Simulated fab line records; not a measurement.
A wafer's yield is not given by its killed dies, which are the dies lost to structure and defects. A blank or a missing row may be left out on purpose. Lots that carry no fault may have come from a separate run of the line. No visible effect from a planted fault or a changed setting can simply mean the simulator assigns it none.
fab line records + flow n5_finfet
[record]
- lots = 6
- wafers = 18
- last_day = 18
route steps=1938 shown BEOL_M0@719 BEOL_M4@1111 PASSIVATION@1936
lots with no fault: from the same line, run without faults
start_h: hours from the record's opening day to when the first of the lot's shown wafers began + wait_h: time in hours since the lot's previous step + " same as the row above + L1.1+2: several wafers, shown together as one row + - no value present, or no start provided + * or withheld: withheld + < > ~ a bound
route shown NAME@n: a module of which the file shows steps, and the number in the route of the first + usual: mean and standard deviation over wafers with no fault + same: alike in all rows + chamber/n: place in a boat + sites: readings site by site + _std_site: standard deviation of those values + _edge_site: the outer-site mean with the inner-site mean subtracted + radius_mm: for every site, how far away it sits from the centre of the wafer + mask NAME#n: copy n + behind: the last tool/chamber to shape the wafer + hold: why the lot was held/for how many hours/how that ended + device: names the non-switching transistor (n, p or np) + end of line: the tests these same wafers got at the end of their route + a step without rows: its recipe alone + killed: at the first sort, the dies lost to defects and structure; wafer yield is something else + map: the dies of a wafer, with x for killed, . for not killed, _ for no die there
set.NAME: the run value of the setting; set.NAME@STEP: its run value at that earlier step + model.NAME: the simulator's own value behind a step, which no gauge read
certain route steps with their lots: each step a table, each wafer a row
services: from which hour (start_h, from the record's first day; less than 0 if before it) a tool's chamber was out of use, for how many hours, and why
[[steps]]
[step N5_BEOL_M0_WET_ETCH_106]
[recipe]
- chemistry = DHF
- dilution = 10:1
- temp_c = 25
- target = SiO2
- target_depth_a = 1300
- dry = ipa_marangoni
- rinse_time_s = 30
- rinse_temp_c = 23
[step N5_BEOL_M0_ETCH_128]
[recipe]
- chemistry = CF4/N2
- target_depth_a = 120
- overetch_a = 51
- target = SiCN
- time_s = 21.4
- ion_energy_ev = 150
- pressure_mtorr = 40
- source_w = 430
- bias_w = 70
- Ar_flow_sccm = 100
- cf4_flow_sccm = 60
- n2_flow_sccm = 60
[usual]
- drypump_motor_current_A = 5.8/0.55
- oes_product_au = 0.54/0.043
- rf_vpp_V = 382.0/1.7
- showerhead_plenum_p_Torr = 2.19/0.06
- throttle_valve_pct = 15.51/0.29
| lot.wafer | tool        | chamber | start_h | wait_h | drypump_motor_current_A | oes_product_au | rf_hours_counter_h | rf_vpp_V | showerhead_plenum_p_Torr | throttle_valve_pct |
|-----------|-------------|---------|---------|--------|-------------------------|----------------|--------------------|----------|--------------------------|--------------------|
| L932.2    | rie_diel-02 | 1       | 128.35  | 0.3    | 6.6                     | 0.50           | 146                | 381.6    | 2.21                     | 15.66              |
| L932.3    | "           | 3       | "       | "      | 5.0                     | 0.52           | 162                | 383.0    | 2.20                     | 15.85              |
| L932.6    | "           | 1       | "       | "      | 6.6                     | 0.51           | -                  | 382.6    | 2.21                     | 15.64              |
| L941.2    | rie_diel-04 | 2       | 180.14  | 1.0    | 6.2                     | 0.59           | 47                 | 381.9    | 2.15                     | 15.16              |
| L941.4    | "           | 3       | "       | "      | 5.3                     | 0.52           | 167                | 380.3    | 2.12                     | 15.64              |
| L941.5    | "           | 1       | "       | "      | 6.0                     | 0.49           | -                  | 382.6    | 2.18                     | 15.84              |
| L942.1    | rie_diel-02 | 0       | 190.29  | 0.0    | 5.6                     | 0.50           | 244                | 383.8    | 2.26                     | 15.79              |
| L942.2    | "           | 1       | "       | "      | 6.6                     | 0.48           | 169                | 382.5    | 2.20                     | 15.70              |
| L942.6    | "           | 1       | "       | "      | 6.5                     | 0.50           | -                  | 382.4    | 2.20                     | 15.69              |
| L945.4    | rie_diel-04 | 3       | 202.27  | 0.2    | 5.3                     | 0.51           | 174                | 380.3    | 2.12                     | 15.65              |
| L945.5    | "           | 0       | "       | "      | 6.8                     | 0.51           | -                  | 380.4    | 2.09                     | 15.82              |
| L945.6    | "           | 3       | "       | "      | 5.3                     | 0.52           | -                  | 379.3    | 2.12                     | 15.66              |
| L950.2    | rie_diel-01 | 3       | 239.64  | 0.6    | 6.2                     | 0.54           | 79                 | 383.0    | 2.23                     | 15.02              |
| L950.3    | "           | 0       | "       | "      | 5.3                     | 0.58           | 65                 | 382.7    | 2.23                     | 15.40              |
| L950.6    | "           | 1       | "       | "      | 5.4                     | 0.55           | -                  | 383.3    | 2.24                     | 15.35              |
| L953.1    | rie_diel-04 | 3       | 254.55  | 0.0    | 5.3                     | 0.51           | 193                | 381.2    | 2.11                     | 15.68              |
| L953.2    | "           | 0       | "       | "      | 6.8                     | 0.49           | 226                | 380.4    | 2.08                     | 15.85              |
| L953.4    | "           | 2       | "       | "      | 6.2                     | 0.58           | 73                 | 380.8    | 2.14                     | 15.21              |
[step N5_BEOL_M0_TRENCH_ETCH_107]
[recipe]
- chemistry = C4F6/O2
- target_depth_a = 328
- target = SiOC
- time_s = 16.4
- ion_energy_ev = 250
- pressure_mtorr = 30
- source_w = 355
- bias_w = 185
- Ar_flow_sccm = 300
- C4F6_flow_sccm = 10
- O2_flow_sccm = 10
[usual]
- drypump_motor_current_A = 5.8/0.55
- oes_product_au = 0.78/0.063
- rf_vpp_V = 663/12
- showerhead_plenum_p_Torr = 2.83/0.079
- throttle_valve_pct = 20.95/0.27
| lot.wafer | tool        | chamber | start_h | wait_h | drypump_motor_current_A | oes_product_au | rf_hours_counter_h | rf_vpp_V | showerhead_plenum_p_Torr | throttle_valve_pct |
|-----------|-------------|---------|---------|--------|-------------------------|----------------|--------------------|----------|--------------------------|--------------------|
| L932.2    | rie_diel-02 | 1       | 128.40  | 0.0    | 6.6                     | 0.74           | 146                | 673      | 2.85                     | 21.10              |
| L932.3    | "           | 3       | "       | "      | 5.0                     | 0.76           | 162                | 647      | 2.83                     | 21.26              |
| L932.6    | "           | 1       | "       | "      | 6.6                     | 0.74           | -                  | 674      | 2.85                     | 21.11              |
| L941.2    | rie_diel-04 | 2       | 180.18  | 0.0    | 6.2                     | 0.87           | 47                 | 649      | 2.76                     | 20.48              |
| L941.4    | "           | 3       | "       | "      | 5.3                     | 0.75           | 167                | 668      | 2.74                     | 21.08              |
| L941.5    | "           | 1       | "       | "      | 6.0                     | 0.71           | -                  | 672      | 2.81                     | 21.17              |
| L942.1    | rie_diel-02 | 0       | 190.33  | 0.0    | 5.6                     | 0.70           | 244                | 657      | 2.91                     | 21.13              |
| L942.2    | "           | 1       | "       | "      | 6.6                     | 0.72           | 169                | 672      | 2.84                     | 21.14              |
| L942.6    | "           | 1       | "       | "      | 6.6                     | 0.72           | -                  | 673      | 2.84                     | 21.13              |
| L945.4    | rie_diel-04 | 3       | 202.31  | 0.0    | 5.3                     | 0.75           | 174                | 668      | 2.74                     | 21.09              |
| L945.5    | "           | 0       | "       | "      | 6.8                     | 0.71           | -                  | 671      | 2.71                     | 21.23              |
| L945.6    | "           | 3       | "       | "      | 5.3                     | 0.75           | -                  | 670      | 2.74                     | 21.10              |
| L950.2    | rie_diel-01 | 3       | 239.68  | 0.0    | 6.2                     | 0.79           | 79                 | 655      | 2.88                     | 20.45              |
| L950.3    | "           | 0       | "       | "      | 5.3                     | 0.83           | 65                 | 647      | 2.90                     | 20.94              |
| L950.6    | "           | 1       | "       | "      | 5.5                     | 0.80           | -                  | 665      | 2.91                     | 20.90              |
| L953.1    | rie_diel-04 | 3       | 254.59  | 0.0    | 5.3                     | 0.73           | 193                | 669      | 2.73                     | 21.12              |
| L953.2    | "           | 0       | "       | "      | 6.8                     | 0.70           | 226                | 671      | 2.70                     | 21.29              |
| L953.4    | "           | 2       | "       | "      | 6.2                     | 0.83           | 73                 | 650      | 2.75                     | 20.51              |
[step N5_BEOL_M0_STRIP_142]
[recipe]
- chemistry = N2/H2
- time_s = 10
- power_w = 450
- temp_c = 40
- pressure_mtorr = 20
- rf_frequency_hz = 6e+07
- bias_power_w = 7
- n2_flow_sccm = 200
- h2_flow_sccm = 200
[step N5_BEOL_M0_OCD_MEAS_108]
[usual]
- trench_depth_nm = 32.8/0.56
| lot.wafer | tool   | chamber | start_h | wait_h | trench_depth_nm |
|-----------|--------|---------|---------|--------|-----------------|
| L932.2    | ocd-01 | -       | 128.50  | 0.1    | 33.4            |
| L932.3    | "      | -       | "       | "      | 33.6            |
| L932.6    | "      | -       | "       | "      | 33.5            |
| L941.2    | ocd-02 | -       | 180.28  | 0.1    | 33.2            |
| L941.4    | "      | -       | "       | "      | 32.6            |
| L941.5    | "      | -       | "       | "      | 32.6            |
| L942.1    | ocd-01 | -       | 190.44  | 0.1    | 31.6            |
| L942.2    | "      | -       | "       | "      | 32.8            |
| L942.6    | "      | -       | "       | "      | 32.9            |
| L945.4    | ocd-02 | -       | 202.42  | 0.1    | 32.8            |
| L945.5    | "      | -       | "       | "      | 31.4            |
| L945.6    | "      | -       | "       | "      | 33.1            |
| L950.2    | ocd-02 | -       | 239.78  | 0.1    | 32.8            |
| L950.3    | "      | -       | "       | "      | 32.2            |
| L950.6    | "      | -       | "       | "      | 33.3            |
| L953.1    | ocd-02 | -       | 254.69  | 0.1    | 32.4            |
| L953.2    | "      | -       | "       | "      | 32.9            |
| L953.4    | "      | -       | "       | "      | 33.6            |
[step N5_BEOL_M0_HM_STRIP_129]
[recipe]
- chemistry = peroxide_tin_strip
- material = TiN
- target_depth_a = 170
- temp_c = 50
- time_s = 108
[step N5_BEOL_M0_SRD_130]
[recipe]
- time_s = 30
- temp_c = 23
- rinse_liquid = diw
- dry = ipa_marangoni
[step N5_BEOL_M0_ETCH_109]
[recipe]
- chemistry = CH3F/O2
- target_depth_a = 80
- overetch_a = 24
- target = SiCN
- time_s = 27.4
- ion_energy_ev = 120
- pressure_mtorr = 30
- source_w = 395
- bias_w = 75
- Ar_flow_sccm = 150
- CH3F_flow_sccm = 30
- O2_flow_sccm = 20
[usual]
- drypump_motor_current_A = 5.8/0.53
- oes_product_au = 0.67/0.054
- rf_vpp_V = 297.1/1.4
- showerhead_plenum_p_Torr = 1.98/0.055
- throttle_valve_pct = 16.38/0.29
| lot.wafer | tool        | chamber | start_h | wait_h | drypump_motor_current_A | oes_product_au | rf_hours_counter_h | rf_vpp_V | showerhead_plenum_p_Torr | throttle_valve_pct |
|-----------|-------------|---------|---------|--------|-------------------------|----------------|--------------------|----------|--------------------------|--------------------|
| L932.2    | rie_diel-04 | 0       | 128.61  | 0.0    | 6.8                     | 0.63           | 185                | 295.2    | 1.91                     | 16.70              |
| L932.3    | "           | 1       | "       | "      | 6.0                     | 0.62           | 199                | 297.5    | 1.98                     | 16.63              |
| L932.6    | "           | 1       | "       | "      | 6.0                     | 0.62           | -                  | 298.0    | 1.98                     | 16.63              |
| L941.2    | rie_diel-02 | 3       | 180.96  | 0.6    | 5.0                     | 0.61           | 182                | 298.1    | 1.99                     | 16.72              |
| L941.4    | "           | 2       | "       | "      | 5.8                     | 0.64           | 176                | 299.0    | 2.07                     | 16.33              |
| L941.5    | "           | 3       | "       | "      | 5.0                     | 0.61           | -                  | 297.7    | 1.99                     | 16.75              |
| L942.1    | rie_diel-01 | 1       | 190.55  | 0.0    | 5.4                     | 0.68           | 75                 | 300.6    | 2.05                     | 16.28              |
| L942.2    | "           | 2       | "       | "      | 5.1                     | 0.67           | 98                 | 295.8    | 1.93                     | 16.29              |
| L942.6    | "           | 3       | "       | "      | 6.3                     | 0.70           | -                  | 295.9    | 2.03                     | 15.86              |
| L945.4    | rie_diel-04 | 3       | 202.54  | 0.0    | 5.3                     | 0.64           | 174                | 296.6    | 1.92                     | 16.54              |
| L945.5    | "           | 2       | "       | "      | 6.1                     | 0.73           | -                  | 296.5    | 1.93                     | 15.96              |
| L945.6    | "           | 1       | "       | "      | 6.0                     | 0.62           | -                  | 297.7    | 1.97                     | 16.71              |
| L950.2    | rie_diel-01 | 3       | 240.10  | 0.2    | 6.2                     | 0.67           | 79                 | 298.7    | 2.02                     | 15.90              |
| L950.3    | "           | 0       | "       | "      | 5.3                     | 0.71           | 65                 | 298.5    | 2.03                     | 16.36              |
| L950.6    | "           | 3       | "       | "      | 6.2                     | 0.69           | -                  | 298.5    | 2.02                     | 15.88              |
| L953.1    | rie_diel-01 | 1       | 254.81  | 0.0    | 5.4                     | 0.69           | 94                 | 296.3    | 2.04                     | 16.31              |
| L953.2    | "           | 2       | "       | "      | 5.2                     | 0.65           | 117                | 296.4    | 1.93                     | 16.30              |
| L953.4    | "           | 0       | "       | "      | 5.3                     | 0.72           | 71                 | 298.7    | 2.03                     | 16.39              |
[step N5_BEOL_M0_STRIP_139]
[recipe]
- chemistry = post_etch_residue_remover
- time_s = 60
- temp_c = 25
- remover_ph = withheld
- remover_water_wt_pct = withheld
- remover_fluoride_wt_pct = withheld
[step N5_BEOL_M0_SRD_111]
[recipe]
- time_s = 30
- temp_c = 23
- rinse_liquid = diw
- dry = ipa_marangoni
[step N5_BEOL_M0_DEGAS_112]
[recipe]
- ambient = vacuum
- temp_c = 250
- time_s = 60
[step N5_BEOL_M0_PRE_CLEAN_113]
[recipe]
- gas = H2/He
- time_s = 30
- temp_c = 250
[usual]
- heater_power_w = 337/34
| lot.wafer | tool           | chamber | start_h | wait_h | heater_power_w |
|-----------|----------------|---------|---------|--------|----------------|
| L932.2    | pvd_sputter-02 | -       | 129.29  | 0.0    | 319            |
| L932.3    | "              | -       | "       | "      | 354            |
| L932.6    | "              | -       | "       | "      | 333            |
| L941.2    | pvd_sputter-01 | -       | 181.52  | 0.0    | 364            |
| L941.4    | "              | -       | "       | "      | 319            |
| L941.5    | "              | -       | "       | "      | 363            |
| L942.1    | pvd_sputter-03 | -       | 193.10  | 0.0    | 334            |
| L942.2    | "              | -       | "       | "      | 359            |
| L942.6    | "              | -       | "       | "      | 343            |
| L945.4    | pvd_sputter-02 | -       | 204.27  | 0.0    | 359            |
| L945.5    | "              | -       | "       | "      | 368            |
| L945.6    | "              | -       | "       | "      | 315            |
| L950.2    | pvd_sputter-03 | -       | 242.27  | 0.0    | 275            |
| L950.3    | "              | -       | "       | "      | 346            |
| L950.6    | "              | -       | "       | "      | 273            |
| L953.1    | pvd_sputter-01 | -       | 255.68  | 0.0    | 327            |
| L953.2    | "              | -       | "       | "      | 315            |
| L953.4    | "              | -       | "       | "      | 356            |
[step N5_BEOL_M0_ALD_136]
[recipe]
- material = TaN
- target_thk_a = *
- temp_c = 275
- ald_precursor_family = PDMAT
- ald_co_reactant = NH3
- pressure_torr = 3
- carrier_flow_sccm = 1500
- pulse_time_s = 2
- purge_time_s = 3
- co_reactant_purge_time_s = 2
- co_reactant_pulse_time_s = 3
- ald_cycles = 30
- precursor_vessel_temp_c = 75
- precursor_vessel_pressure_torr = 26.25
- precursor_vessel_carrier_sccm = 1000
[usual]
- heater_power_w = 417/56
- purge_time_s = 3/0
| lot.wafer | tool         | chamber | start_h | wait_h | heater_power_w | purge_time_s |
|-----------|--------------|---------|---------|--------|----------------|--------------|
| L932.2    | ald_metal-04 | 0       | 129.36  | 0.0    | 421            | 3            |
| L932.3    | "            | 2       | "       | "      | 495            | 3            |
| L932.6    | "            | 2       | "       | "      | 494            | 3            |
| L941.2    | ald_metal-04 | 1       | 181.60  | 0.1    | 439            | 3            |
| L941.4    | "            | 3       | "       | "      | 493            | 3            |
| L941.5    | "            | 2       | "       | "      | 494            | 3            |
| L942.1    | ald_metal-03 | 0       | 193.16  | 0.0    | 369            | 3            |
| L942.2    | "            | 1       | "       | "      | 400            | 3            |
| L942.6    | "            | 3       | "       | "      | 400            | 3            |
| L945.4    | ald_metal-04 | 2       | 204.33  | 0.0    | 506            | 3            |
| L945.5    | "            | 3       | "       | "      | 483            | 3            |
| L945.6    | "            | 2       | "       | "      | 502            | 3            |
| L950.2    | ald_metal-03 | 2       | 242.33  | 0.0    | 319            | 3            |
| L950.3    | "            | 0       | "       | "      | 376            | 2.747        |
| L950.6    | "            | 0       | "       | "      | 364            | 2.747        |
| L953.1    | ald_metal-03 | 2       | 255.74  | 0.0    | 317            | 2.747        |
| L953.2    | "            | 1       | "       | "      | 391            | 3            |
| L953.4    | "            | 3       | "       | "      | 396            | 3            |
[step N5_BEOL_M0_SURFACE_TREAT_137]
[recipe]
- gas = Ar
- time_s = *
- ion_energy_ev = *
- ion_current_ma_cm2 = 0.5
- pressure_mtorr = *
- ar_flow_sccm = 30
[usual]
- throttle_valve_pct = *
| lot.wafer | tool           | chamber | start_h | wait_h | throttle_valve_pct |
|-----------|----------------|---------|---------|--------|--------------------|
| L932.2    | pvd_sputter-03 | -       | 130.52  | 1.1    | *                  |
| L932.3    | "              | -       | "       | "      | *                  |
| L932.6    | "              | -       | "       | "      | *                  |
| L941.2    | pvd_sputter-01 | -       | 182.04  | 0.3    | *                  |
| L941.4    | "              | -       | "       | "      | *                  |
| L941.5    | "              | -       | "       | "      | *                  |
| L942.1    | pvd_sputter-03 | -       | 193.46  | 0.2    | *                  |
| L942.2    | "              | -       | "       | "      | *                  |
| L942.6    | "              | -       | "       | "      | *                  |
| L945.4    | pvd_sputter-01 | -       | 205.06  | 0.6    | *                  |
| L945.5    | "              | -       | "       | "      | *                  |
| L945.6    | "              | -       | "       | "      | *                  |
| L950.2    | pvd_sputter-03 | -       | 242.59  | 0.2    | *                  |
| L950.3    | "              | -       | "       | "      | *                  |
| L950.6    | "              | -       | "       | "      | *                  |
| L953.1    | pvd_sputter-03 | -       | 256.13  | 0.3    | *                  |
| L953.2    | "              | -       | "       | "      | *                  |
| L953.4    | "              | -       | "       | "      | *                  |
[step N5_BEOL_M4_RC_MEAS_101]
[usual]
- DIBL_N = 36.4/1.7
- DIBL_P = 36.4/2.1
- IOFF_N = 0.16/0.035
- IOFF_P = 0.21/0.035
- ION_N = 680/11
- ION_P = 465/6.8
- SS_N = 71.5/0.58
- SS_P = 73.2/0.72
- VT_N = 249/3.6
- VT_P = -250/3.1
| lot.wafer | tool      | chamber | start_h | wait_h | DIBL_N[mV/V] | DIBL_P[mV/V] | IOFF_N[nA/um] | IOFF_P[nA/um] | ION_N[uA/um] | ION_P[uA/um] | SS_N[mV/dec] | SS_P[mV/dec] | VT_N[mV] | VT_P[mV] |
|-----------|-----------|---------|---------|--------|--------------|--------------|---------------|---------------|--------------|--------------|--------------|--------------|----------|----------|
| L932.2    | prober-01 | 0       | 181.77  | 0.2    | 35.2         | 36.4         | 0.15          | 0.22          | 673          | 459          | 71.3         | 73.8         | 250      | -253     |
| L932.3    | "         | 0       | "       | "      | 37.7         | 38.3         | 0.21          | 0.26          | 691          | 470          | 72.4         | 74.5         | 245      | -249     |
| L932.6    | "         | 0       | "       | "      | 37.4         | 38.8         | 0.19          | 0.26          | 680          | 462          | 72.1         | 73.9         | 246      | -250     |
| L941.2    | prober-02 | 0       | 233.23  | 0.2    | 38.1         | 39.4         | 0.18          | 0.22          | 674          | 461          | 71.9         | 73.7         | 248      | -250     |
| L941.4    | "         | 0       | "       | "      | 35.0         | 36.0         | 0.14          | 0.18          | 674          | 461          | 71.0         | 72.9         | 251      | -251     |
| L941.5    | "         | 0       | "       | "      | 35.5         | 35.8         | 0.13          | 0.17          | 674          | 462          | 70.5         | 74.0         | 253      | -252     |
| L942.1    | prober-01 | 0       | 246.88  | 0.0    | 36.6         | 34.3         | 0.16          | 0.19          | 675          | 454          | 72.0         | 72.0         | 248      | -251     |
| L942.2    | "         | 0       | "       | "      | 36.8         | 35.1         | 0.15          | 0.19          | 670          | 458          | 72.0         | 73.1         | 249      | -253     |
| L942.6    | "         | 0       | "       | "      | 36.4         | 35.7         | 0.15          | 0.20          | 682          | 464          | 71.4         | 72.7         | 249      | -248     |
| L945.4    | prober-02 | 0       | 261.21  | 0.5    | 31.2         | 31.1         | 0.10          | 0.14          | 662          | 459          | 70.3         | 71.5         | 254      | -257     |
| L945.5    | "         | 0       | "       | "      | 33.8         | 34.0         | 0.12          | 0.16          | 668          | 455          | 70.9         | 72.2         | 253      | -256     |
| L945.6    | "         | 0       | "       | "      | 33.3         | 34.3         | 0.13          | 0.17          | 671          | 464          | 70.7         | 72.3         | 251      | -252     |
| L950.2    | prober-01 | 0       | 302.55  | 0.2    | 37.1         | 37.9         | 0.21          | 0.21          | 674          | 452          | 72.1         | 74.1         | 248      | -253     |
| L950.3    | "         | 0       | "       | "      | 39.2         | 40.1         | 0.27          | 0.26          | 705          | 470          | 73.0         | 74.4         | 239      | -249     |
| L950.6    | "         | 0       | "       | "      | 37.0         | 37.6         | 0.20          | 0.21          | 678          | 457          | 72.6         | 73.2         | 247      | -251     |
| L953.1    | prober-01 | 0       | 309.46  | 0.0    | 37.1         | 37.3         | 0.17          | 0.24          | 685          | 471          | 71.3         | 73.8         | 249      | -247     |
| L953.2    | "         | 0       | "       | "      | 37.0         | 36.5         | 0.16          | 0.23          | 674          | 461          | 71.4         | 73.7         | 250      | -248     |
| L953.4    | "         | 0       | "       | "      | 36.6         | 35.0         | 0.15          | 0.21          | 668          | 462          | 71.9         | 73.1         | 251      | -250     |
[step N5_PASSIVATION_PROBE_49]
[usual]
- defect_limited_yield = 91.3/1.4
- killed_at_M0_to_M3 = 36/11
- killed_at_M4_up = 13/5.2
- killed_at_contacts = 13/6.5
- killed_at_front_end = 37/11
- killed_at_other = 3.6/2.9
- killed_dies = 103/17
- killed_open = 68/12
- killed_short = 33/7.3
- sort_bin_5_function = 5.2/0.91
- sort_bin_6_memory = 3.2/0.67
- sort_n_pass = 1077/17
- sort_yield_pct = 91.3/1.4
[same]
- gross_dies = 1180
- killed_at_back_side = 0
- sort_bin_4_leakage[%] = 0
- sort_bin_8_speed[%] = 0
| lot.wafer | tool      | chamber | start_h | wait_h | defect_limited_yield[%] | killed_at_M0_to_M3 | killed_at_M4_up | killed_at_contacts | killed_at_front_end | killed_at_other | killed_dies | killed_open | killed_short | sort_bin_5_function[%] | sort_bin_6_memory[%] | sort_n_pass | sort_yield_pct[%] |
|-----------|-----------|---------|---------|--------|-------------------------|--------------------|-----------------|--------------------|---------------------|-----------------|-------------|-------------|--------------|------------------------|----------------------|-------------|-------------------|
| L932.2    | prober-02 | -       | 284.37  | 0.1    | 90.4                    | 43                 | 11              | 21                 | 36                  | 2               | 113         | 63          | 49           | 5.4                    | 3.6                  | 1067        | 90.4              |
| L932.3    | prober-02 | -       | 284.42  | 0.1    | 90.1                    | 43                 | 13              | 14                 | 47                  | 0               | 117         | 70          | 44           | 5.6                    | 3.9                  | 1063        | 90.1              |
| L932.6    | prober-02 | -       | 284.57  | 0.3    | 91.8                    | 36                 | 17              | 13                 | 28                  | 3               | 97          | 62          | 34           | 5.0                    | 2.8                  | 1083        | 91.8              |
| L942.1    | prober-02 | -       | 353.53  | 0.0    | 91.9                    | 38                 | 8               | 17                 | 30                  | 2               | 95          | 61          | 33           | 5.0                    | 3.0                  | 1085        | 91.9              |
| L942.2    | prober-02 | -       | 353.58  | 0.1    | 92.0                    | 28                 | 19              | 8                  | 38                  | 1               | 94          | 56          | 37           | 4.2                    | 3.6                  | 1086        | 92.0              |
| L942.6    | prober-02 | -       | 353.78  | 0.3    | 89.4                    | 44                 | 9               | 22                 | 45                  | 5               | 125         | 86          | 37           | 6.4                    | 3.9                  | 1055        | 89.4              |
// killed by level:class
L932.2 BEOL_M0_SAQP:geometric_particle:short=13 MOL_CONTACT_COAG:geometric_particle:open=11 MOL_CONTACT_COAG:geometric_particle:short=10 BEOL_M0_SAQP:geometric_particle:open=9 GATE_CUT:geometric_particle:short=7 BEOL_M2:geometric_particle:open=5 STARTING-WAFER:geometric_particle:short=5 FIN_SAQP:geometric_particle:open=4
L932.3 FIN_SAQP:geometric_particle:short=11 MOL_CONTACT_COAG:geometric_particle:open=11 FIN_SAQP:geometric_particle:open=8 BEOL_M0_SAQP:geometric_particle:open=7 BEOL_M0_SAQP:geometric_particle:short=7 BEOL_M2:geometric_particle:open=7 BEOL_M3:geometric_particle:short=6 BEOL_M1:geometric_particle:open=6
L932.6 MOL_CONTACT_COAG:geometric_particle:open=11 BEOL_M0_SAQP:geometric_particle:short=9 FIN_SAQP:geometric_particle:open=8 BEOL_M2:geometric_particle:open=8 FIN_SAQP:geometric_particle:short=7 BEOL_M0:geometric_particle:open=6 BEOL_M4:geometric_particle:open=6 BEOL_M3:geometric_particle:open=4
L942.1 MOL_CONTACT_COAG:geometric_particle:open=16 FIN_SAQP:geometric_particle:short=11 BEOL_M3:geometric_particle:open=9 BEOL_M0_SAQP:geometric_particle:short=7 BEOL_M0_SAQP:geometric_particle:open=7 STI_FIN_REVEAL:geometric_particle:open=6 BEOL_M4:geometric_particle:open=5 BEOL_M2:geometric_particle:short=4
L942.2 STI_FIN_REVEAL:geometric_particle:open=11 BEOL_M0_SAQP:geometric_particle:open=7 BEOL_M4:geometric_particle:short=7 BEOL_M2:geometric_particle:short=6 FIN_SAQP:geometric_particle:open=5 MOL_CONTACT_COAG:geometric_particle:open=5 BEOL_M4:geometric_particle:open=5 BEOL_M0:geometric_particle:short=4
L942.6 MOL_CONTACT_COAG:geometric_particle:open=15 BEOL_M2:geometric_particle:open=12 STI_FIN_REVEAL:geometric_particle:open=11 BEOL_M3:geometric_particle:open=10 BEOL_M0_SAQP:geometric_particle:open=8 FIN_SAQP:geometric_particle:short=7 MOL_CONTACT_COAG:geometric_particle:short=7 BEOL_M0_SAQP:geometric_particle:short=6
[[services]]
| tool           | chamber | start_h | hours | kind                          |
|----------------|---------|---------|-------|-------------------------------|
| pvd_sputter-03 | -       | 122.25  | 3.7   | repair                        |
| ald_metal-03   | -       | 131.28  | 14.6  | pm                            |
| rie_diel-04    | 0       | 143.65  | 8.5   | repair                        |
| pvd_sputter-03 | -       | 152.34  | 6.3   | repair                        |
| pvd_sputter-03 | -       | 160.23  | 10.0  | repair                        |
| rie_diel-02    | 0       | 211.43  | -     | clean                         |
| rie_diel-02    | 0       | 211.43  | -     | consumable_replace:focus_ring |
| rie_diel-02    | 0       | 211.43  | 15.1  | scheduled_down                |
| rie_diel-02    | 0       | 211.43  | 15.1  | vent_cycle                    |
| ald_metal-03   | 3       | 224.77  | 1.5   | repair                        |
| rie_diel-01    | -       | 226.88  | 11.4  | repair                        |
| pvd_sputter-02 | -       | 239.55  | 2.6   | repair                        |
[[key]]
[first_sign]
- step = N5_BEOL_M0_ALD_136
- reading = purge_time_s
- direction = down
- sigmas = 99+
- usual = *
- struck = *
effect none on later readings
met_at N5_BEOL_M0_ALD_136
struck_wafers L950.3,L950.6,L953.1
onset_between 193.16 242.33
[fault]
- kind = process_parameter_drift
- tool = ald_metal-03
- chamber = -
- onset_h = 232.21
- steps = N5_BEOL_M0_ALD_136
- channel = purge_time_s
- offset = *
- shape = step
- end_h = 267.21
- scope = struck_wafers_only
- acts_in = *
- stated = *
